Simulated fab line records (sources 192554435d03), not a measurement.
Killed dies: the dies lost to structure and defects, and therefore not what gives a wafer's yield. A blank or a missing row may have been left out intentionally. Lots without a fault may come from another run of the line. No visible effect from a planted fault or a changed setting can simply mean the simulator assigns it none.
One fault through the eyes of 2 desks    flow n5Finfet    each desk holds nothing but its own numbers, with what lay behind them at the end

THE TOOL OWNER'S DESK: lithoTrack-05
The tool's own readings at N5_FIN_CUT_COAT_19 (time 60 s, resist thk 20 nm): means of the sampled wafers that have a number, for each lot that ran on this tool. Marked OUT: a lot whose mean sits more than 4 standard deviations from the usual mean, which makes it out of limits; the brackets give that distance.
Columns: A = spinSpeedRpm at N5_FIN_CUT_COAT_19, usual 1500.2 rpm
lot   first seen here  A
L159  day 2 04:05      1499.8
L167  day 4 04:08      1617.3 (+99 or more) OUT
L169  day 4 15:24      1617.5 (+99 or more) OUT
L170  day 4 21:27      1617.6 (+99 or more) OUT
This desk's finding: out of limits on L167, L169, L170; first on L167, day 4 04:08 (spinSpeedRpm at N5_FIN_CUT_COAT_19). L159: within limits.

FROM THE METROLOGY DESK
What the gauges read, lot by lot, whatever tool the lot ran on: means of the sampled wafers that have a number. Marked OUT: a lot whose mean sits more than 4 standard deviations from the usual mean, which makes it out of limits; the brackets give that distance. 7 of its 10 readings are shown, namely those furthest out on some lot.
Columns: A = DIBL_N at N5_BEOL_M4_RC_MEAS_101, usual 36.0 mV/V; B = IOFF_N at N5_BEOL_M4_RC_MEAS_101, usual 0.15 nA/um; C = IOFF_P at N5_BEOL_M4_RC_MEAS_101, usual 0.20 nA/um; D = ION_N at N5_BEOL_M4_RC_MEAS_101, usual 670 uA/um; E = SS_N at N5_BEOL_M4_RC_MEAS_101, usual 71.5 mV/dec; F = SS_P at N5_BEOL_M4_RC_MEAS_101, usual 73.2 mV/dec; G = VT_N at N5_BEOL_M4_RC_MEAS_101, usual 250 mV
lot   first seen here  A     B     C     D    E     F     G
L159  day 8 10:34      37.2  0.18  0.24  682  71.3  73.5  247
L167  day 10 03:54     37.6  0.17  0.23  678  72.2  73.6  251
L169  day 10 21:40     35.3  0.13  0.19  658  71.1  72.8  251
L170  day 11 03:37     36.8  0.15  0.21  664  71.8  73.5  252
L178  day 13 01:43     37.1  0.18  0.23  675  71.5  74.1  248
This desk's verdict: no lot among the 5 shows anything out of limits.

TAKEN TOGETHER
On L167, L169, L170, at day 4 04:08, an alarm was possible from the tool owner's desk.
At the metrology desk, nothing out of limits was observed.
The metrology desk holds a record of L167, L169, L170, inside its limits.
Of the lots named, all ran N5_FIN_CUT_COAT_19 on lithoTrack-05.

WHAT HAD BEEN PUT IN BY THE SIMULATOR
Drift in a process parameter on lithoTrack-05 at N5_FIN_CUT_COAT_19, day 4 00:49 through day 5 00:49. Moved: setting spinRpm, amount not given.
Struck lots among those shown: L167, L169, L170.
Hours from the fault's start to each desk's first reading out of limits: the tool owner's desk, 3.
